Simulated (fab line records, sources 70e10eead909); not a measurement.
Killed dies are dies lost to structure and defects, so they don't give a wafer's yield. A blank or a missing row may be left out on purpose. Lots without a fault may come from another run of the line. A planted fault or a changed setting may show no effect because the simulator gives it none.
fab line records | flow nand_harc
record lots=7 wafers=21 last_day=25
route steps=1159 shown A_STAIRCASE@693 END@1159
lots that met no fault: from a run of the same line without faults
start_h: hours from the record's first day to the start of the lot's first wafer shown | wait_h: hours since the lot's step before | " the same as in the row above | L1.1+2: a row that stands for several wafers | - no value, or no start given | * or withheld: withheld | < > ~ a bound
route shown NAME@n: a module of which the file shows steps, and the number in the route of the first | usual: mean/standard deviation of fault-free wafers | same: alike in all rows | chamber/n: place in a boat | sites: the reading at each site | _std_site: their standard deviation | _edge_site: outer sites' mean less inner sites' | radius_mm: how far each site lies from the wafer's centre | mask NAME#n: copy n | behind: the tool/chamber that last shaped the wafer | hold: why the lot was held/for how many hours/how that ended | device: the transistor (n, p or np) that didn't switch | end of line: the same wafers' tests at the end of the route | a step without rows: its recipe alone | killed: dies lost to structure and defects at the first sort, not the wafer's yield | map: a wafer's dies, x killed, . not, _ none there
set.NAME: the setting as run; set.NAME@STEP: as run at that earlier step | model.NAME: the simulator's own value behind a step, which no gauge read
lots at some steps of the route; a table a step, a row a wafer
services: from which hour (start_h, from the record's first day; less than 0 if before it) a tool's chamber was out of use, for how many hours, and why
## steps
# step NHARC_A_STAIRCASE_STRIP_316
# recipe o2_flow_sccm=500 ar_flow_sccm=0 bias_w=0 chemistry=O2
# usual drypump_motor_current_A=5.8/0.42 oes_product_au=1.005/0.014 rf_vpp_V=57.8/0.87 showerhead_plenum_p_Torr=3.53/0.2 throttle_valve_pct=17.037/0.0089
# columns lot.wafer tool chamber start_h wait_h drypump_motor_current_A oes_product_au rf_hours_counter_h rf_vpp_V showerhead_plenum_p_Torr throttle_valve_pct
L466.1 rie_diel-13 2 - - 6.5 1.015 66 56.8 3.30 17.036
L466.4 " 3 " " 6.3 1.017 67 58.3 3.67 17.047
L466.5 " 3 " " 6.3 1.010 - 58.6 3.67 17.039
L465.4 rie_diel-12 3 - - 6.0 1.008 28 57.6 3.32 17.029
L465.2 " 0 " " 5.2 0.995 29 57.7 3.79 17.045
L465.5 " 1 " " 6.1 1.015 - 57.0 3.42 17.040
L471.2 rie_diel-01 1 - - 5.9 0.972 61 56.3 3.45 17.030
L471.3 " 3 " " 6.1 0.997 64 58.0 3.38 17.036
L471.6 " 1 " " 5.9 0.972 - 57.8 3.44 17.045
L472.4 rie_diel-12 1 - - 6.1 1.037 33 58.0 3.41 17.021
L472.3 " 2 " " 6.2 1.015 36 58.3 3.31 17.033
L472.5 " 3 " " 6.0 1.026 - 56.8 3.31 17.033
L473.1 rie_diel-13 0 - - 5.5 1.027 14 58.0 3.76 17.038
L473.2 " 1 " " 5.3 1.003 11 58.0 3.67 17.019
L473.5 " 0 " " 5.5 1.018 - 59.1 3.76 17.038
L479.4 rie_diel-01 2 - - 5.7 1.003 15 57.1 3.80 17.037
L479.1 " 0 " " 5.4 0.990 17 57.5 3.80 17.045
L479.2 " 1 " " 5.9 0.995 16 57.6 3.44 17.042
L485.3 rie_diel-13 1 - - 5.3 0.998 45 57.2 3.65 17.033
L485.5 " 3 " " 6.3 1.018 - 58.1 3.65 17.037
L485.6 " 0 " " 5.5 1.012 - 57.7 3.74 17.017
# step NHARC_A_STAIRCASE_STRIP_317
# recipe time_s=900 temp_c=130 chemistry=SPM
# step NHARC_A_STAIRCASE_PRECLEAN_318
# recipe time_s=* temp_c=50 bath_age_min=0 chemistry=SC1
# step NHARC_A_STAIRCASE_SRD_329
# step NHARC_A_STAIRCASE_ALD_415
# recipe target_thk_a=300 pulse_time_s=6 ald_cycles=300 temp_c=300 material=SiO2
# usual heater_power_outer_w=269/38 heater_power_w=490/63 precursor_pulse_height_rel=1.001/0.021
# same ald_cycles=300
# columns lot.wafer tool chamber start_h wait_h heater_power_outer_w heater_power_w precursor_pulse_height_rel
L466.1 ald_hk-02 0 277.74 1.3 310 573 0.971
L466.4 " 2 " " 264 501 1.010
L466.5 " 3 " " 223 445 1.030
L465.4 ald_hk-03 1 284.76 0.1 247 512 1.011
L465.2 " 0 " " 244 399 0.984
L465.5 " 2 " " 265 461 0.981
L471.2 ald_hk-04 1 312.57 0.1 315 542 0.994
L471.3 " 3 " " 312 547 1.005
L471.6 " 1 " " 321 547 0.984
L472.3 ald_hk-02 2 315.67 0.3 268 501 1.010
L472.4 " 3 " " 221 440 0.971
L472.5 " 2 " " 270 506 1.025
L473.1 ald_hk-04 2 317.07 0.5 233 413 1.005
L473.2 " 3 " " 319 556 1.005
L473.5 " 0 " " 236 413 0.984
L479.1 ald_hk-03 3 365.40 0.2 309 512 0.947
L479.2 " 0 " " 262 433 1.023
L479.4 " 2 " " 272 456 1.030
L485.3 ald_hk-02 1 406.24 0.1 240 444 1.015
L485.5 " 1 " " 242 435 0.975
L485.6 " 2 " " 265 500 0.960
# step NHARC_A_STAIRCASE_ETCHBACK_416
# recipe target_depth_a=360 time_s=7.2 c4f8_flow_sccm=withheld o2_flow_sccm=8 ar_flow_sccm=withheld rf_w=600 bias_w=800 chemistry=C4F8/O2/Ar
# usual oes_product_au=0.934/0.024 rf_vpp_V=723/6.1
# columns lot.wafer tool chamber start_h wait_h oes_product_au rf_hours_counter_h rf_vpp_V
L466.1 rie_diel-12 3 - - 0.932 26 717
L466.4 " 0 " " 0.921 28 730
L466.5 " 3 " " 0.942 - 716
L465.2 rie_diel-12 3 - - 0.944 29 719
L465.4 " 1 " " 0.944 24 720
L465.5 " 3 " " 0.932 - 716
L471.2 rie_diel-12 0 316.16 3.1 0.916 39 730
L471.3 " 2 " " 0.935 37 719
L471.6 " 0 " " 0.920 - 731
L472.4 rie_diel-12 1 - - 0.942 34 720
L472.3 " 3 " " 0.940 38 717
L472.5 " 1 " " 0.943 - 720
L473.2 rie_diel-13 0 - - 0.948 15 731
L473.1 " 2 " " 0.942 13 717
L473.5 " 1 " " 0.927 - 728
L479.2 rie_diel-01 0 - - 0.919 18 730
L479.4 " 1 " " 0.917 17 720
L479.1 " 3 " " 0.909 18 718
L485.3 rie_diel-01 2 - - 0.928 33 730
L485.6 " 3 " " 0.914 - 717
L485.5 " 0 " " 0.919 - 731
# step NHARC_A_STAIRCASE_STRIP_476
# recipe time_s=20 o2_flow_sccm=500 ar_flow_sccm=0 bias_w=0 chemistry=O2
# usual drypump_motor_current_A=5.8/0.39 oes_product_au=1.004/0.015 rf_vpp_V=57.8/0.83 showerhead_plenum_p_Torr=3.53/0.2 throttle_valve_pct=17.037/0.0096
# columns lot.wafer tool chamber start_h wait_h drypump_motor_current_A oes_product_au rf_hours_counter_h rf_vpp_V showerhead_plenum_p_Torr throttle_valve_pct
L466.4 rie_diel-12 2 279.97 0.4 6.2 1.005 24 57.3 3.32 17.022
L466.1 " 3 " " 6.0 1.021 26 57.2 3.32 17.049
L466.5 " 0 " " 5.1 0.997 - 57.9 3.79 17.041
L465.2 rie_diel-12 2 286.90 0.1 6.2 1.010 27 57.1 3.32 17.031
L465.4 " 0 " " 5.2 1.000 30 59.0 3.79 17.032
L465.5 " 1 " " 6.1 1.009 - 56.7 3.42 17.039
L471.3 rie_diel-12 2 316.24 0.1 6.2 1.020 37 58.0 3.31 17.051
L471.2 " 1 " " 6.0 1.029 34 58.0 3.41 17.032
L471.6 " 2 " " 6.2 1.006 - 59.2 3.31 17.057
L472.4 rie_diel-12 3 317.66 0.1 6.0 1.021 38 58.8 3.31 17.045
L472.3 " 1 " " 6.1 1.029 35 58.6 3.41 17.034
L472.5 " 3 " " 6.0 1.025 - 58.8 3.31 17.042
L473.2 rie_diel-13 0 318.77 0.1 5.5 1.025 15 58.9 3.76 17.055
L473.1 " 3 " " 6.3 1.003 16 59.4 3.67 17.049
L473.5 " 0 " " 5.5 1.017 - 58.6 3.76 17.039
L479.4 rie_diel-01 3 367.59 0.1 6.0 0.994 18 57.1 3.37 17.044
L479.1 " 0 " " 5.4 0.993 18 57.8 3.80 17.054
L479.2 " 2 " " 5.7 0.995 16 57.4 3.79 17.040
L485.3 rie_diel-01 1 408.41 0.1 5.9 0.973 32 56.9 3.43 17.031
L485.5 " 0 " " 5.4 0.992 - 58.0 3.79 17.031
L485.6 " 1 " " 5.9 0.971 - 56.3 3.43 17.029
# step NHARC_A_STAIRCASE_DEP_417
# recipe target_thk_a=600 step_coverage_pct=20 temp_c=400 target_thk_nm=60 flow_sccm=200 rf_w=450 material=Si3N4
# usual heater_power_w=691/74
# columns lot.wafer tool chamber start_h wait_h heater_power_w
L466.1 pecvd-04 1 280.11 - 655
L466.4 " 0 " " 651
L466.5 " 2 " " 624
L465.2 pecvd-01 2 287.08 - 638
L465.4 " 0 " " 717
L465.5 " 2 " " 629
L471.3 pecvd-02 0 316.33 - 660
L471.2 " 2 " " 844
L471.6 " 0 " " 674
L472.3 pecvd-04 0 317.84 - 617
L472.5 " 2 " " 633
L472.4 " 0 " " 617
L473.1 pecvd-02 0 318.87 - 673
L473.2 " 2 " " 736
L473.5 " 0 " " 698
L479.2 pecvd-04 0 368.24 - 662
L479.1 " 1 " " 754
L479.4 " 1 " " 759
L485.3 pecvd-01 0 408.62 - 687
L485.6 " 1 " " 724
L485.5 " 2 " " 717
# step NHARC_A_STAIRCASE_WET_418
# recipe temp_c=160 target_depth_a=200 chemistry=H3PO4
# step NHARC_A_STAIRCASE_PRECLEAN_419
# recipe time_s=* temp_c=50 bath_age_min=0 chemistry=SC1
# step NHARC_A_STAIRCASE_SRD_421
# step NHARC_A_STAIRCASE_ALD_420
# recipe target_thk_a=200 pulse_time_s=6 ald_cycles=200 temp_c=300 material=SiO2
# usual ald_cycles=200/0 heater_power_outer_w=271/33 heater_power_w=484/56 precursor_pulse_height_rel=1.001/0.019
# columns lot.wafer tool chamber start_h wait_h ald_cycles heater_power_outer_w heater_power_w precursor_pulse_height_rel
L466.1 ald_hk-03 3 282.17 - 200 312 509 1.011
L466.4 " 2 " " 200 264 459 0.977
L466.5 " 0 " " 200 251 404 1.013
L465.2 ald_hk-03 3 290.76 - 200 315 511 1.052
L465.4 " 0 " " 200 241 404 1.006
L465.5 " 3 " " 200 304 499 1.017
L473.1 ald_hk-04 2 320.10 - - - - -
L473.2 " 1 " " - - - -
L473.5 " 3 " " - - - -
L471.3 ald_hk-03 0 320.25 - - - - -
L471.2 " 2 " " - - - -
L471.6 " 0 " " - - - -
L472.3 ald_hk-02 1 320.25 - - - - -
L472.4 " 2 " " - - - -
L472.5 " 1 " " - - - -
L479.1 ald_hk-02 1 371.96 - 200 239 430 1.020
L479.2 " 2 " " 200 270 500 0.987
L479.4 " 0 " " 200 331 606 0.993
L485.3 ald_hk-02 3 412.63 - 200 221 448 1.006
L485.5 " 1 " " 200 238 436 1.001
L485.6 " 2 " " 200 275 506 1.002
# step NHARC_A_STAIRCASE_CVD_552
# recipe target_thk_a=400 temp_c=700 pressure_mtorr=300 material=SiNx
# step NHARC_END_SORT_01
# recipe temp_c=25
# usual killed_at_array=26/9.7 killed_at_other=1.0/1.2 killed_at_periphery=3.9/2.6 killed_dies=31/9.7 killed_open=3.2/1.8 killed_short=2.0/1.3
# same gross_dies=677
# columns lot.wafer tool chamber start_h wait_h killed_at_array killed_at_other killed_at_periphery killed_dies killed_open killed_short
L473.1 prober-02 0 484.28 2.5 666 0 11 677 5 0
L473.2 prober-02 0 485.09 2.8 673 2 2 677 1 2
L473.5 prober-02 0 487.53 3.7 675 0 2 677 1 5
L471.2 prober-02 0 492.86 2.7 669 0 8 677 4 1
L471.3 prober-02 0 493.66 3.1 672 0 5 677 2 1
L471.6 prober-02 0 496.05 4.0 673 1 3 677 3 1
L472.3 prober-01 0 497.91 3.1 673 1 3 677 3 3
L472.4 prober-01 0 498.71 3.4 672 2 3 677 5 1
L472.5 prober-01 0 499.50 3.7 675 1 1 677 3 4
# killed by level:class
L473.1 A_STAIRCASE:area_ald=638 A_CHANNEL_HOLE_D1:chamber_film_flake=17 P_M1:chamber_film_flake=6 A_CONTACT:chamber_film_flake=5 A_STAIRCASE:chamber_film_flake=3 A_CONTACT:geometric_particle:open=2 P_GATE:geometric_particle:open=1 P_M2:geometric_particle:open=1
L473.2 A_STAIRCASE:area_ald=649 A_CHANNEL_HOLE_D1:chamber_film_flake=16 A_CONTACT:chamber_film_flake=5 A_CHANNEL_FILL_D1:geometric_particle:short=2 THIN_TSV:chamber_film_flake=2 P_GATE:geometric_particle:open=1 P_ZERO_WELL:chamber_film_flake=1 A_WL_FILL:chamber_film_flake=1
L473.5 A_STAIRCASE:area_ald=654 A_CHANNEL_HOLE_D1:chamber_film_flake=12 A_CHANNEL_FILL_D1:geometric_particle:short=2 A_WL_FILL:geometric_particle:short=2 A_CONTACT:chamber_film_flake=2 P_M0:geometric_particle:open=1 A_SOURCE_PLATE:geometric_particle:short=1 P_ZERO_WELL:chamber_film_flake=1
L471.2 A_STAIRCASE:area_ald=638 A_SLIT:chamber_film_flake=13 A_CHANNEL_HOLE_D1:chamber_film_flake=12 P_ZERO_WELL:chamber_film_flake=4 A_SGD_CUT:chamber_film_flake=2 P_GATE:geometric_particle:open=1 P_CONTACT:geometric_particle:open=1 P_M0:geometric_particle:open=1
L471.3 A_STAIRCASE:area_ald=638 A_CHANNEL_HOLE_D1:chamber_film_flake=16 A_SLIT:chamber_film_flake=7 P_ZERO_WELL:chamber_film_flake=5 A_STAIRCASE:chamber_film_flake=4 A_SGD_CUT:chamber_film_flake=2 A_CHANNEL_FILL_D1:geometric_particle:short=1 A_CONTACT:geometric_particle:open=1
L471.6 A_STAIRCASE:area_ald=640 A_CHANNEL_HOLE_D1:chamber_film_flake=14 A_SLIT:chamber_film_flake=12 A_STAIRCASE:chamber_film_flake=3 P_ZERO_WELL:chamber_film_flake=2 P_M0:geometric_particle:open=1 A_ONON_D1:geometric_particle:short=1 A_ONON_D1:geometric_particle:open=1
L472.3 A_STAIRCASE:area_ald=642 A_SLIT:chamber_film_flake=10 A_CONTACT:chamber_film_flake=9 A_CHANNEL_HOLE_D1:chamber_film_flake=6 P_STI:geometric_particle:short=1 P_M0:geometric_particle:open=1 A_ZERO_WELL:chamber_film_flake=1 A_ONON_D1:geometric_particle:open=1
L472.4 A_STAIRCASE:area_ald=651 A_SLIT:chamber_film_flake=8 A_CONTACT:chamber_film_flake=3 A_CHANNEL_FILL_D1:geometric_particle:open=2 A_CHANNEL_HOLE_D1:chamber_film_flake=2 A_STAIRCASE:chamber_film_flake=2 THIN_TSV:chamber_film_flake=2 P_CONTACT:geometric_particle:open=1
L472.5 A_STAIRCASE:area_ald=651 A_SLIT:chamber_film_flake=12 A_CHANNEL_HOLE_D1:chamber_film_flake=2 A_STAIRCASE:chamber_film_flake=2 P_STI:geometric_particle:short=1 A_CHANNEL_FILL_D1:geometric_particle:short=1 A_WL_FILL:geometric_particle:short=1 A_CONTACT:geometric_particle:open=1
# map L471.2 (x killed, . not)
____________x____________
_________xxxxxxx_________
_______xxxxxxxxxxx_______
______xxxxxxxxxxxxx______
_____xxxxxxxxxxxxxxx_____
____xxxxxxxxxxxxxxxxx____
____xxxxxxxxxxxxxxxxx____
___xxxxxxxxxxxxxxxxxxx___
___xxxxxxxxxxxxxxxxxxx___
__xxxxxxxxxxxxxxxxxxxxx__
__xxxxxxxxxxxxxxxxxxxxx__
_xxxxxxxxxxxxxxxxxxxxxxx_
_xxxxxxxxxxxxxxxxxxxxxxx_
_xxxxxxxxxxxxxxxxxxxxxxx_
_xxxxxxxxxxxxxxxxxxxxxxx_
_xxxxxxxxxxxxxxxxxxxxxxx_
xxxxxxxxxxxxxxxxxxxxxxxxx
xxxxxxxxxxxxxxxxxxxxxxxxx
xxxxxxxxxxxxxxxxxxxxxxxxx
xxxxxxxxxxxxxxxxxxxxxxxxx
xxxxxxxxxxxxxxxxxxxxxxxxx
_xxxxxxxxxxxxxxxxxxxxxxx_
_xxxxxxxxxxxxxxxxxxxxxxx_
_xxxxxxxxxxxxxxxxxxxxxxx_
_xxxxxxxxxxxxxxxxxxxxxxx_
_xxxxxxxxxxxxxxxxxxxxxxx_
__xxxxxxxxxxxxxxxxxxxxx__
__xxxxxxxxxxxxxxxxxxxxx__
___xxxxxxxxxxxxxxxxxxx___
___xxxxxxxxxxxxxxxxxxx___
____xxxxxxxxxxxxxxxxx____
____xxxxxxxxxxxxxxxxx____
_____xxxxxxxxxxxxxxx_____
______xxxxxxxxxxxxx______
_______xxxxxxxxxxx_______
_________xxxxxxx_________
____________x____________
# map L472.3 (x killed, . not)
____________x____________
_________xxxxxxx_________
_______xxxxxxxxxxx_______
______xxxxxxxxxxxxx______
_____xxxxxxxxxxxxxxx_____
____xxxxxxxxxxxxxxxxx____
____xxxxxxxxxxxxxxxxx____
___xxxxxxxxxxxxxxxxxxx___
___xxxxxxxxxxxxxxxxxxx___
__xxxxxxxxxxxxxxxxxxxxx__
__xxxxxxxxxxxxxxxxxxxxx__
_xxxxxxxxxxxxxxxxxxxxxxx_
_xxxxxxxxxxxxxxxxxxxxxxx_
_xxxxxxxxxxxxxxxxxxxxxxx_
_xxxxxxxxxxxxxxxxxxxxxxx_
_xxxxxxxxxxxxxxxxxxxxxxx_
xxxxxxxxxxxxxxxxxxxxxxxxx
xxxxxxxxxxxxxxxxxxxxxxxxx
xxxxxxxxxxxxxxxxxxxxxxxxx
xxxxxxxxxxxxxxxxxxxxxxxxx
xxxxxxxxxxxxxxxxxxxxxxxxx
_xxxxxxxxxxxxxxxxxxxxxxx_
_xxxxxxxxxxxxxxxxxxxxxxx_
_xxxxxxxxxxxxxxxxxxxxxxx_
_xxxxxxxxxxxxxxxxxxxxxxx_
_xxxxxxxxxxxxxxxxxxxxxxx_
__xxxxxxxxxxxxxxxxxxxxx__
__xxxxxxxxxxxxxxxxxxxxx__
___xxxxxxxxxxxxxxxxxxx___
___xxxxxxxxxxxxxxxxxxx___
____xxxxxxxxxxxxxxxxx____
____xxxxxxxxxxxxxxxxx____
_____xxxxxxxxxxxxxxx_____
______xxxxxxxxxxxxx______
_______xxxxxxxxxxx_______
_________xxxxxxx_________
____________x____________
## services
# columns tool chamber start_h hours kind
ald_hk-02 - 255.91 1.1 repair
rie_diel-12 0 260.46 - clean
rie_diel-12 1 260.46 - clean
rie_diel-12 2 260.46 - clean
rie_diel-12 3 260.46 - clean
rie_diel-13 - 276.00 9.0 pm
ald_hk-02 - 280.66 10.0 pm
rie_diel-12 0 284.96 - clean
rie_diel-12 1 284.96 - clean
rie_diel-12 2 284.96 - clean
rie_diel-12 3 284.96 - clean
rie_diel-12 0 309.67 - clean
rie_diel-12 1 309.67 - clean
rie_diel-12 2 309.67 - clean
rie_diel-12 3 309.67 - clean
rie_diel-01 - 316.00 9.0 pm
pecvd-02 - 334.07 13.0 pm
rie_diel-12 0 334.17 - clean
rie_diel-12 1 334.17 - clean
rie_diel-12 2 334.17 - clean
ald_hk-04 - 339.55 1.0 repair
rie_diel-01 1 369.10 7.0 repair
pecvd-04 - 376.11 13.0 pm
rie_diel-12 - 379.58 9.0 pm
## key
first_sign step=NHARC_A_STAIRCASE_ALD_420 reading=tool_record direction=missing
effect step=NHARC_END_SORT_01 reading=killed_at_array direction=up sigmas=67 usual=26 struck=672
more_kills_born_at NHARC_A_STAIRCASE_ALD_420@ald_hk-02=1944 NHARC_A_STAIRCASE_ALD_420@ald_hk-04=1941 NHARC_A_STAIRCASE_ALD_420@ald_hk-03=1916
met_at NHARC_A_STAIRCASE_ALD_420
struck_wafers L471.2,L471.3,L471.6,L472.3,L472.4,L472.5,L473.1,L473.2,L473.5
later_rows_left_out L471.2,L471.3,L471.6,L472.3,L472.4,L472.5,L473.1,L473.2,L473.5
tester_left_out L471,L472,L473
onset_between 290.76 320.10
fault kind=skipped_step_whole tool=ald_hk-02,ald_hk-03,ald_hk-04 chamber=- onset_h=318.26 steps=NHARC_A_STAIRCASE_ALD_420 scope=struck_lots_only
# tester_left_out: of these lots the tester's yield and bins aren't shown, on N5 and GAA mostly nor the transistor test; their killed dies are dies lost to structure and defects alone, not to doping, threshold or leakage, so they don't give the yield
# later_rows_left_out: the simulator's readings of these wafers behind a module that went badly wrong aren't trusted and aren't shown, but for the sort
